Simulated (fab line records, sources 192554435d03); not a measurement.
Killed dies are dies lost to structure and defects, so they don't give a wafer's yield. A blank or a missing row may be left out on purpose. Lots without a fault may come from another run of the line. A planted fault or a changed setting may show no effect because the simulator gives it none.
Which tool did it? | flow n5_finfet | 9 lots, 26 wafers sampled, at 6 steps of a route of 1938

WHAT THE GAUGES READ, wafer by wafer
N5_BEOL_M4_RC_MEAS_101. Usual: DIBL_N 36.1 mV/V, standard deviation 1.6; DIBL_P 35.8 mV/V, standard deviation 2; IOFF_N 0.157 nA/um, standard deviation 0.029; IOFF_P 0.21 nA/um, standard deviation 0.034; ION_N 677 uA/um, standard deviation 13; ION_P 465 uA/um, standard deviation 8.1; SS_N 71.3 mV/dec, standard deviation 0.61; SS_P 73.2 mV/dec, standard deviation 0.65; VT_N 249 mV, standard deviation 3.3; VT_P -250 mV, standard deviation 3.2.
lot  | measured     | on        | DIBL_N (mV/V)  | DIBL_P (mV/V)  | IOFF_N (nA/um)    | IOFF_P (nA/um) | ION_N (uA/um) | ION_P (uA/um) | SS_N (mV/dec)  | SS_P (mV/dec)  | VT_N (mV)   | VT_P (mV)      | flag
L550 | day 9 13:23  | prober-02 | 37.6 35.0 36.7 | 37.7 34.2 37.0 | 0.208 0.148 0.181 | 0.24 0.19 0.23 | 694 678 676   | 467 468 460   | 71.5 71.5 71.1 | 74.4 73.2 73.8 | 245 247 247 | -250 -250 -248 |
L553 | day 10 01:29 | prober-01 | 33.4 35.9 33.6 | 31.8 34.4 31.7 | 0.111 0.152 0.112 | 0.16 0.20 0.16 | 658 693 679   | 455 473 467   | 70.3 70.8 70.9 | 72.7 72.9 72.5 | 254 248 253 | -255 -249 -254 |
L555 | day 10 16:06 | prober-02 | 36.2 38.4 38.0 | 36.1 37.5 37.2 | 0.169 0.224 0.212 | 0.23 0.26 0.26 | 684 684 685   | 462 466 470   | 71.8 72.4 72.3 | 73.3 74.9 74.6 | 250 246 244 | -249 -246 -248 |
L556 | day 11 00:16 | prober-01 | 34.5 35.3 35.4 | 34.7 34.3 34.9 | 0.136 0.138 0.137 | 0.18 0.16 0.17 | 683 655 667   | 459 444 452   | 70.8 71.7 71.6 | 73.2 73.0 72.5 | 250 251 249 | -252 -254 -254 |
L558 | day 11 04:52 | prober-01 | 35.7 36.1 36.9 | 34.9 36.7 36.5 | 0.159 0.173 0.179 | 0.24 0.28 0.27 | 678 685 678   | 474 478 478   | 70.0 70.5 71.5 | 72.7 73.2 73.3 | 251 250 248 | -242 -245 -244 |
L566 | day 13 05:01 | prober-01 | 35.4 35.3      | 34.9 35.1      | 0.128 0.133       | 0.20 0.21      | 654 672       | 456 468       | 70.9 70.9      | 72.7 72.8      | 254 252     | -251 -250      |
L568 | day 14 01:10 | prober-01 | 34.8 35.3 35.4 | 34.1 34.8 35.1 | 0.139 0.144 0.147 | 0.19 0.19 0.20 | 680 671 667   | 466 457 456   | 70.9 70.9 71.1 | 72.9 72.8 73.9 | 250 251 249 | -251 -251 -253 |
L572 | day 14 13:03 | prober-02 | 37.0 38.2 36.7 | 38.1 39.0 37.3 | 0.190 0.210 0.182 | 0.24 0.25 0.23 | 696 696 685   | 478 474 468   | 70.9 71.6 71.7 | 74.2 73.7 73.2 | 244 242 248 | -249 -248 -246 |
L573 | day 15 06:53 | prober-02 | 37.4 37.5 36.9 | 38.5 37.4 37.8 | 0.181 0.181 0.172 | 0.25 0.24 0.24 | 683 694 696   | 464 476 480   | 72.0 72.1 71.8 | 73.1 73.9 73.8 | 248 246 249 | -249 -248 -249 |

N5_BEOL_M8_THK_MEAS_53: measures by xrf. Usual: M8_THK 80.2 nm, standard deviation 2.2.
lot  | measured     | on            | M8_THK (nm)     | flag
L550 | day 11 09:00 | film_metro-02 | 80.8 83.4 81.0  |
L553 | day 11 18:26 | film_metro-01 | 82.3 76.9 83.3  |
L555 | day 12 14:37 | film_metro-01 | 77.3 78.7 82.0  |
L556 | day 12 20:49 | film_metro-01 | 79.9 80.6 80.7  |
L558 | day 12 23:20 | film_metro-01 | 78.8 78.3 83.8  |
L566 | day 14 23:40 | film_metro-01 | 83.7 182.0      | OFF
L568 | day 15 17:32 | film_metro-02 | 80.4 183.2 77.7 | OFF
L572 | day 16 05:53 | film_metro-02 | 81.9 82.6 83.7  |
L573 | day 17 01:57 | film_metro-01 | 81.9 77.4 77.1  |

N5_BEOL_M8_INSPECT_58: inspects for defects (darkfield). Usual: raw_defect_count 67, standard deviation 18.
lot  | measured     | on                | raw_defect_count | flag
L550 | day 11 09:10 | defect_inspect-01 | 36 43 58         |
L553 | day 11 18:37 | defect_inspect-02 | 45 90 58         |
L555 | day 12 14:46 | defect_inspect-01 | 49 67 45         |
L556 | day 12 20:59 | defect_inspect-02 | 56 69 67         |
L558 | day 12 23:29 | defect_inspect-01 | 52 61 53         |
L566 | day 14 23:50 | defect_inspect-01 | 74 1041          | OFF
L568 | day 15 17:42 | defect_inspect-02 | 55 1115 44       | OFF
L572 | day 16 06:03 | defect_inspect-02 | 67 50 67         |
L573 | day 17 02:08 | defect_inspect-01 | 45 61 79         |

WHICH TOOL RAN EACH LOT (tool, then ch and the chambers of the sampled wafers, then the start)
lot  | N5_BEOL_M8_DEGAS_44          | N5_BEOL_M8_CMP_52             | N5_BEOL_M8_DEP_56
L550 | pvd_sputter-02, day 11 07:01 | cmp-03 ch 2,3, day 11 08:43   | pecvd-02 ch 0,2, day 11 09:04
L553 | pvd_sputter-03, day 11 16:59 | cmp-04 ch 1,2, day 11 18:08   | pecvd-04 ch 0, day 11 18:30
L555 | pvd_sputter-01, day 12 13:14 | cmp-03 ch 0,2,3, day 12 14:19 | pecvd-04 ch 0,1,2, day 12 14:40
L556 | pvd_sputter-03, day 12 19:00 | cmp-03 ch 0,2,3, day 12 20:34 | pecvd-03 ch 1,2, day 12 20:53
L558 | pvd_sputter-02, day 12 21:35 | cmp-04 ch 0,1,2, day 12 23:05 | pecvd-03 ch 1,2, day 12 23:24
L566 | pvd_sputter-03, day 14 22:14 | cmp-03 ch 1, day 14 23:22     | pecvd-04 ch 0,2, day 14 23:45
L568 | pvd_sputter-01, day 15 15:40 | cmp-03 ch 0,1,3, day 15 17:20 | pecvd-04 ch 1,2, day 15 17:37
L572 | pvd_sputter-03, day 16 03:16 | cmp-04 ch 0,2,3, day 16 05:36 | pecvd-02 ch 1,2, day 16 05:58
L573 | pvd_sputter-03, day 16 23:46 | cmp-04 ch 0,2, day 17 01:39   | pecvd-04 ch 0,2, day 17 02:01
- N5_BEOL_M8_DEGAS_44: time 60 s.
- N5_BEOL_M8_CMP_52: polishes, stops on SiCOH lowk, t overpolish 6.9 s, target thk 80 nm.
- N5_BEOL_M8_DEP_56: deposits SiCN from 3MS/NH3, target thk 10 nm, time 17.5 s.

WHAT THE TOOLS THEMSELVES READ (means of the sampled wafers that have a number; where no wafer has one, the mark that the record gives instead)
N5_BEOL_M8_DEGAS_44. Usual: heater_power_w 314 W, standard deviation 32.
lot  | tool           | heater_power_w (W) | flag
L550 | pvd_sputter-02 | 306                |
L553 | pvd_sputter-03 | 318                |
L555 | pvd_sputter-01 | 306                |
L556 | pvd_sputter-03 | 320                |
L558 | pvd_sputter-02 | 287                |
L566 | pvd_sputter-03 | 319                |
L568 | pvd_sputter-01 | 278                |
L572 | pvd_sputter-03 | 309                |
L573 | pvd_sputter-03 | 309                |

N5_BEOL_M8_CMP_52. Usual: barrier_field_endpoint_s 28.9 s, standard deviation 0.82; edge_zone_pressure_frac 1.000, standard deviation 0.0052; motor_current_A 5.8 A, standard deviation 0.48; overpolish_run_s 6.900 s, standard deviation 0.01; retaining_ring_pressure_frac 1.000, standard deviation 0.0046; time_to_endpoint_s 61 s, standard deviation 3.3.
lot  | tool   | barrier_field_endpoint_s (s) | edge_zone_pressure_frac | motor_current_A (A) | overpolish_run_s (s) | retaining_ring_pressure_frac | time_to_endpoint_s (s) | flag
L550 | cmp-03 | 29.1                         | 1.000                   | 6.2                 | 6.896                | 1.000                        | 61                     |
L553 | cmp-04 | 29.1                         | 0.996                   | 6.1                 | 6.893                | 0.996                        | 64                     |
L555 | cmp-03 | 29.7                         | 0.999                   | 5.7                 | 6.888                | 0.995                        | 63                     |
L556 | cmp-03 | 28.7                         | 1.002                   | 5.5                 | 6.894                | 1.001                        | 59                     |
L558 | cmp-04 | 30.2                         | 0.998                   | 6.4                 | 6.904                | 1.000                        | 65                     |
L566 | cmp-03 | 38.1                         | 0.992                   | 5.5                 | 3.468                | 1.000                        | 72                     | OFF
L568 | cmp-03 | 35.5                         | 1.010                   | 5.3                 | 4.608                | 1.002                        | 70                     | OFF
L572 | cmp-04 | 29.0                         | 1.003                   | 5.9                 | 6.907                | 0.997                        | 65                     |
L573 | cmp-04 | 28.8                         | 0.998                   | 5.7                 | 6.906                | 0.997                        | 63                     |

N5_BEOL_M8_DEP_56. Usual: showerhead_plenum_p_Torr 3.662 Torr, standard deviation 0.014; throttle_valve_pct 9.4 %, standard deviation 0.59.
lot  | tool     | showerhead_plenum_p_Torr (Torr) | throttle_valve_pct (%) | flag
L550 | pecvd-02 | 3.669                           | 9.5                    |
L553 | pecvd-04 | 3.662                           | 9.1                    |
L555 | pecvd-04 | 3.658                           | 9.0                    |
L556 | pecvd-03 | 3.671                           | 9.0                    |
L558 | pecvd-03 | 3.671                           | 8.9                    |
L566 | pecvd-04 | 3.654                           | 9.1                    |
L568 | pecvd-04 | 3.645                           | 9.0                    |
L572 | pecvd-02 | 3.652                           | 9.6                    |
L573 | pecvd-04 | 3.656                           | 8.9                    |

THE ANSWER, worked out from the rows above alone
Rule: a lot is off if the mean of its wafers that have a number lies more than 3 standard deviations from the usual mean. A lot without any number at a reading at which 4 lots or more have one is off too. The other lots that the step has rows for count as sound. The gauges are gone through in route order, then the tools' own readings, and for those a lot's mean is taken as printed above. The first step at which some lot is off is used, and at that step the reading that is off furthest; a lot without a number counts as furthest.
Off: L566, L568, at N5_BEOL_M8_THK_MEAS_53 (M8_THK).
A tool fits if, at a process step before that reading, it ran every lot that is off, and no sound lot after the first of them. The gauges at N5_BEOL_M8_THK_MEAS_53 aren't tried: what is off there is off at N5_BEOL_M8_INSPECT_58 too, on other tools, and a gauge's error can't cause that. One fits: cmp-03 at N5_BEOL_M8_CMP_52. Its last sound lot is L556 (day 12 20:34), its first lot that is off L566 (day 14 23:22): a fault that began between those two fits.
The tool's own readings at N5_BEOL_M8_CMP_52 bear it out: on the lots that are off they differ by more than 5 times the standard deviation of the sound lots' means. barrier_field_endpoint_s reads 36.8 s there against 29.2 s on the sound lots; overpolish_run_s reads 4.038 s there against 6.898 s on the sound lots.

WHAT THE SIMULATOR HAD PUT IN
Process parameter drift: cmp-03, from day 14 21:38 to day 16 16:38, at N5_BEOL_M8_CMP_52. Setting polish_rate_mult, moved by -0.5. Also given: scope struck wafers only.
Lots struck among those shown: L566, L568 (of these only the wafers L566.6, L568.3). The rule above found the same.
